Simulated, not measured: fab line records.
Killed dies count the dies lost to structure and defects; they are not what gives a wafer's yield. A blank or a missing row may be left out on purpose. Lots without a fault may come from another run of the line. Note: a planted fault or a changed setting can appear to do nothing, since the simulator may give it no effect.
fab line records | flow n5_finfet | part 2 of 2: steps 27 to 31 of 31
record lots=5 | wafers=15 | last_day=18
route steps=1938 shown BEOL_M7@1323 BEOL_M8@1332
lots that met no fault: taken from a fault-free run of the same line
start_h: start of the lot's first displayed wafer, in hours after the record's first day | wait_h: time in hours since the lot's previous step | " unchanged from the row above | L1.1+2: one row covering several wafers at once | - no value present, or no start provided | * or withheld: withheld | < > ~ a bound
route shown NAME@n: names a module that has steps shown in the file, with the first one's number in the route | usual: mean and standard deviation over wafers with no fault | same: alike in all rows | chamber/n: place in a boat | sites: readings site by site | _std_site: standard deviation across them | _edge_site: mean of outer sites minus mean of inner sites | radius_mm: how far each site lies from the wafer's centre | mask NAME#n: copy n | behind: the last tool/chamber to shape the wafer | hold: why the lot was held/for how many hours/how that ended | device: transistor that didn't switch, given as n, p or np | end of line: tests run on the same wafers once the route is complete | a step without rows: its recipe alone | killed: the dies lost at the first sort to structure and to defects; this is not the yield of the wafer | map: per-die view of a wafer (x killed, . not killed, _ where there is no die)
set.NAME: setting as actually run; set.NAME@STEP: the setting as run at that earlier step | model.NAME: the simulator's own value behind a step, which no gauge read
lots seen at some steps along the route; tables by step, rows by wafer
services: from which hour (start_h, from the record's first day; less than 0 if before it) a tool's chamber was out of use, for how many hours, and why
## steps
# step N5_BEOL_M8_ETCH_61
# recipe chemistry=CF4 | target=SiARC | target_depth_a=455 | mask_material=CAR-ArF | time_s=75.8 | ion_energy_ev=80 | pressure_mtorr=40 | source_w=545 | bias_w=36 | Ar_flow_sccm=100 | cf4_flow_sccm=100 | ends=cleared
# usual drypump_motor_current_A=5.6/0.56 | etch_rf_on_time_s=75.5/1.7 | mfc_ar_sccm=100.0/0.32 | oes_product_au=0.71/0.078 | rf_vpp_V=184.2/1.1 | showerhead_plenum_p_Torr=2.14/0.068 | throttle_valve_pct=15.49/0.26
lot.wafer | tool        | chamber | start_h | wait_h | drypump_motor_current_A | etch_rf_on_time_s | mfc_ar_sccm | oes_product_au | rf_hours_counter_h | rf_vpp_V | showerhead_plenum_p_Torr | throttle_valve_pct
L074.1    | rie_diel-05 | 2       | 201.85  | 0.0    | 6.1                     | 73.4              | 99.5        | 0.82           | 11                 | 185.4    | 2.19                     | 15.21
L074.3    | "           | 1       | "       | "      | 5.8                     | 75.1              | 100.5       | 0.59           | 221                | 183.3    | 2.03                     | 15.91
L074.5    | "           | 0       | "       | "      | 5.7                     | 75.5              | 100.0       | 0.60           | -                  | 183.6    | 2.11                     | 15.78
L076.1    | rie_diel-01 | 2       | 218.21  | 0.0    | 5.4                     | 79.3              | 100.1       | 0.69           | 66                 | 182.9    | 2.08                     | 15.57
L076.5    | "           | 2       | "       | "      | 5.4                     | 79.1              | 99.4        | 0.69           | -                  | 183.7    | 2.08                     | 15.57
L076.6    | "           | 1       | "       | "      | 6.0                     | 76.0              | 100.2       | 0.68           | -                  | 185.2    | 2.15                     | 15.37
L081.1    | rie_diel-06 | 2       | 229.92  | 0.0    | 4.6                     | 77.0              | 100.1       | 0.67           | 108                | 185.2    | 2.15                     | 15.76
L081.2    | "           | 0       | "       | "      | 5.5                     | 79.6              | 100.1       | 0.68           | 86                 | 184.1    | 2.18                     | 15.37
L081.4    | "           | 1       | "       | "      | 5.3                     | 77.0              | 99.5        | 0.59           | -                  | 183.1    | 2.03                     | 15.72
L084.1    | rie_diel-06 | 2       | 247.50  | 0.0    | 4.6                     | 75.6              | 100.0       | 0.67           | 116                | 183.2    | 2.15                     | 15.79
L084.3    | "           | 3       | "       | "      | 5.6                     | 75.5              | 99.6        | 0.83           | 2                  | 182.0    | 2.10                     | 15.29
L084.4    | "           | 0       | "       | "      | 5.5                     | 78.5              | 99.8        | 0.68           | 94                 | 185.1    | 2.17                     | 15.39
L096.2    | rie_diel-05 | 3       | 352.11  | 0.0    | 6.6                     | 76.3              | 100.5       | 0.70           | 67                 | 184.3    | 2.08                     | 15.22
L096.3    | "           | 1       | "       | "      | 5.8                     | 73.1              | 100.0       | 0.83           | 11                 | 184.7    | 2.27                     | 15.46
L096.4    | "           | 3       | "       | "      | 6.6                     | 75.6              | 100.2       | 0.69           | -                  | 184.7    | 2.08                     | 15.22
# step N5_BEOL_M8_ETCH_62
# recipe chemistry=N2/H2 | target=SOC | target_depth_a=1100 | overetch_a=220 | mask_material=SiARC | temp_c=40 | time_s=165 | ion_energy_ev=200 | pressure_mtorr=30 | source_w=840 | bias_w=150 | n2_flow_sccm=200 | h2_flow_sccm=200
# usual drypump_motor_current_A=5.6/0.56 | oes_product_au=0.71/0.072 | rf_vpp_V=523.9/2.4 | showerhead_plenum_p_Torr=2.55/0.085 | throttle_valve_pct=17.76/0.28
lot.wafer | tool        | chamber | start_h | wait_h | drypump_motor_current_A | oes_product_au | rf_hours_counter_h | rf_vpp_V | showerhead_plenum_p_Torr | throttle_valve_pct
L074.1    | rie_diel-05 | 2       | 201.90  | 0.0    | 6.1                     | 0.79           | 11                 | 525.5    | 2.58                     | 17.37
L074.3    | "           | 1       | "       | "      | 5.8                     | 0.59           | 221                | 518.7    | 2.40                     | 18.06
L074.5    | "           | 0       | "       | "      | 5.7                     | 0.60           | -                  | 523.5    | 2.52                     | 18.09
L076.1    | rie_diel-01 | 2       | 218.26  | 0.0    | 5.4                     | 0.70           | 66                 | 523.5    | 2.50                     | 18.09
L076.5    | "           | 2       | "       | "      | 5.4                     | 0.71           | -                  | 521.6    | 2.50                     | 18.09
L076.6    | "           | 1       | "       | "      | 6.0                     | 0.67           | -                  | 524.2    | 2.54                     | 17.41
L081.1    | rie_diel-06 | 2       | 229.98  | 0.0    | 4.6                     | 0.68           | 108                | 524.6    | 2.56                     | 18.05
L081.2    | "           | 0       | "       | "      | 5.5                     | 0.70           | 86                 | 524.8    | 2.58                     | 17.69
L081.4    | "           | 1       | "       | "      | 5.3                     | 0.59           | -                  | 519.0    | 2.42                     | 18.10
L084.1    | rie_diel-06 | 2       | 247.56  | 0.0    | 4.6                     | 0.66           | 116                | 523.8    | 2.56                     | 18.05
L084.3    | "           | 3       | "       | "      | 5.6                     | 0.81           | 2                  | 522.1    | 2.48                     | 17.42
L084.4    | "           | 0       | "       | "      | 5.4                     | 0.69           | 94                 | 525.5    | 2.58                     | 17.70
L096.2    | rie_diel-05 | 3       | 352.17  | 0.0    | 6.6                     | 0.69           | 67                 | 523.4    | 2.48                     | 17.48
L096.3    | "           | 1       | "       | "      | 5.8                     | 0.80           | 11                 | 528.2    | 2.70                     | 17.68
L096.4    | "           | 3       | "       | "      | 6.6                     | 0.70           | -                  | 522.0    | 2.48                     | 17.48
# step N5_BEOL_M8_STRIP_68
# recipe chemistry=N2/H2 | temp_c=40 | n2_flow_sccm=200 | h2_flow_sccm=200 | rf_frequency_hz=6e+07
lot.wafer  | tool        | chamber | start_h | wait_h
L074.1+3+5 | rie_diel-05 | 2,1,0   | 202.04  | 0.1
L076.1+5+6 | rie_diel-01 | 2,2,1   | 218.40  | 0.1
L081.1+2+4 | rie_diel-06 | 2,0,1   | 230.11  | 0.1
L084.1+3+4 | rie_diel-06 | 2,3,0   | 247.69  | 0.1
L096.2+3+4 | rie_diel-05 | 3,1,3   | 352.30  | 0.1
# step N5_BEOL_M8_STRIP_67
# recipe chemistry=CF4 | resist=SiARC | power_w=300 | bias_power_w=75 | pressure_mtorr=50 | cf4_flow_sccm=150 | rf_frequency_hz=6e+07
# usual drypump_motor_current_A=5.6/0.55 | oes_product_au=0.83/0.084 | rf_vpp_V=271.2/1.5 | showerhead_plenum_p_Torr=1.80/0.057 | throttle_valve_pct=13.46/0.27
lot.wafer | tool        | chamber | start_h | wait_h | drypump_motor_current_A | oes_product_au | rf_hours_counter_h | rf_vpp_V | showerhead_plenum_p_Torr | throttle_valve_pct
L074.1    | rie_diel-05 | 2       | 202.05  | 0.0    | 6.1                     | 0.94           | 12                 | 273.0    | 1.83                     | 13.14
L074.3    | "           | 1       | "       | "      | 5.8                     | 0.69           | 221                | 269.5    | 1.70                     | 13.90
L074.5    | "           | 0       | "       | "      | 5.7                     | 0.71           | -                  | 269.9    | 1.77                     | 13.77
L076.1    | rie_diel-01 | 2       | 218.41  | 0.0    | 5.4                     | 0.83           | 66                 | 270.4    | 1.74                     | 13.51
L076.5    | "           | 2       | "       | "      | 5.4                     | 0.83           | -                  | 272.0    | 1.74                     | 13.50
L076.6    | "           | 1       | "       | "      | 6.0                     | 0.81           | -                  | 270.0    | 1.81                     | 13.38
L081.1    | rie_diel-06 | 2       | 230.12  | 0.0    | 4.6                     | 0.79           | 109                | 271.6    | 1.81                     | 13.77
L081.2    | "           | 0       | "       | "      | 5.4                     | 0.81           | 86                 | 271.5    | 1.83                     | 13.38
L081.4    | "           | 1       | "       | "      | 5.3                     | 0.70           | -                  | 270.6    | 1.70                     | 13.72
L084.1    | rie_diel-06 | 2       | 247.70  | 0.0    | 4.6                     | 0.80           | 116                | 271.2    | 1.81                     | 13.78
L084.3    | "           | 3       | "       | "      | 5.6                     | 0.96           | 3                  | 270.2    | 1.77                     | 13.25
L084.4    | "           | 0       | "       | "      | 5.5                     | 0.81           | 94                 | 270.5    | 1.83                     | 13.37
L096.2    | rie_diel-05 | 3       | 352.31  | 0.0    | 6.6                     | 0.82           | 67                 | 269.3    | 1.74                     | 13.17
L096.3    | "           | 1       | "       | "      | 5.8                     | 0.94           | 11                 | 273.7    | 1.90                     | 13.41
L096.4    | "           | 3       | "       | "      | 6.6                     | 0.82           | -                  | 268.1    | 1.74                     | 13.20
# step N5_BEOL_M8_HM_OPEN_17
# recipe chemistry=Cl2/BCl3 | target_depth_a=200 | overetch_a=60 | target=TiN | mask_material=SOC | ion_energy_ev=150 | pressure_mtorr=10 | icp_w=1000 | bias_w=126 | Cl2_flow_sccm=53.25 | bcl3_flow_sccm=21.75 | Ar_flow_sccm=25
# usual drypump_motor_current_A=5.9/0.33 | mfc_ar_sccm=25.01/0.077 | oes_ar_750_au=0.82/0.065 | oes_product_au=0.69/0.047 | throttle_valve_pct=22.13/0.15
lot.wafer | tool         | chamber | start_h | wait_h | drypump_motor_current_A | mfc_ar_sccm | oes_ar_750_au | oes_product_au | rf_hours_counter_h | throttle_valve_pct
L074.1    | rie_metal-02 | 1       | 202.09  | 0.0    | 5.3                     | 24.99       | 0.86          | 0.72           | 21                 | 22.35
L074.3    | "            | 0       | "       | "      | 6.2                     | 24.95       | 0.91          | 0.76           | -                  | 22.11
L074.5    | "            | 1       | "       | "      | 5.3                     | 25.02       | 0.86          | 0.71           | -                  | 22.38
L076.1    | rie_metal-01 | 0       | 218.45  | 0.0    | 5.6                     | 24.98       | 0.93          | 0.77           | 6                  | 22.00
L076.5    | "            | 1       | "       | "      | 6.2                     | 24.88       | 0.80          | 0.67           | -                  | 22.10
L076.6    | "            | 0       | "       | "      | 5.6                     | 24.97       | 0.92          | 0.78           | -                  | 22.00
L081.1    | rie_metal-03 | 0       | 230.16  | 0.0    | 5.9                     | 24.99       | 0.71          | 0.62           | 53                 | 21.93
L081.2    | "            | 1       | "       | "      | 5.9                     | 25.08       | 0.83          | 0.70           | 29                 | 22.22
L081.4    | "            | 0       | "       | "      | 6.0                     | 24.93       | 0.72          | 0.62           | -                  | 21.96
L084.1    | rie_metal-02 | 0       | 247.74  | 0.0    | 6.2                     | 25.00       | 0.88          | 0.74           | 14                 | 22.13
L084.3    | "            | 1       | "       | "      | 5.3                     | 25.02       | 0.85          | 0.70           | -                  | 22.38
L084.4    | "            | 0       | "       | "      | 6.2                     | 25.12       | 0.89          | 0.73           | -                  | 22.15
L096.2    | rie_metal-02 | 0       | 352.35  | 0.0    | 6.2                     | 24.89       | 0.86          | 0.72           | 21                 | 22.16
L096.3    | "            | 1       | "       | "      | 5.3                     | 25.10       | 0.82          | 0.68           | -                  | 22.41
L096.4    | "            | 0       | "       | "      | 6.2                     | 24.92       | 0.86          | 0.72           | -                  | 22.16
## services
tool            | chamber | start_h | hours | kind
cmp-01          | -       | 187.08  | 7.0   | pm
arfi_scanner-02 | -       | 196.84  | 1.3   | pm
arfi_scanner-02 | -       | 207.50  | 14.0  | repair
arfi_scanner-02 | -       | 226.04  | 0.3   | repair
uv_cure-03      | -       | 251.06  | 6.0   | pm
arfi_scanner-02 | -       | 253.36  | 1.0   | pm
uv_cure-03      | -       | 261.03  | 0.3   | repair
uv_cure-03      | -       | 265.21  | 7.5   | pm
arfi_scanner-02 | -       | 271.45  | 3.1   | pm
pecvd-03        | 2       | 275.27  | 8.4   | repair
rie_diel-05     | 3       | 276.08  | 2.3   | repair
cmp-01          | -       | 281.55  | 2.3   | repair
pecvd-04        | -       | 289.65  | 1.4   | repair
rie_diel-06     | 3       | 293.23  | 2.9   | repair
pecvd-01        | -       | 295.24  | 5.5   | pm
rie_diel-06     | 2       | 303.16  | 1.3   | repair
rie_diel-01     | 2       | 315.19  | 3.4   | repair
pecvd-03        | 0       | 315.61  | 23.5  | repair
rie_diel-01     | 0       | 316.28  | 5.0   | repair
uv_cure-03      | -       | 319.34  | 2.8   | repair
ecd_cu-02       | -       | 321.18  | 0.3   | repair
arfi_scanner-02 | -       | 322.34  | 1.3   | pm
pecvd-01        | -       | 346.46  | 0.5   | repair
rie_diel-05     | 2       | 351.67  | 2.7   | repair
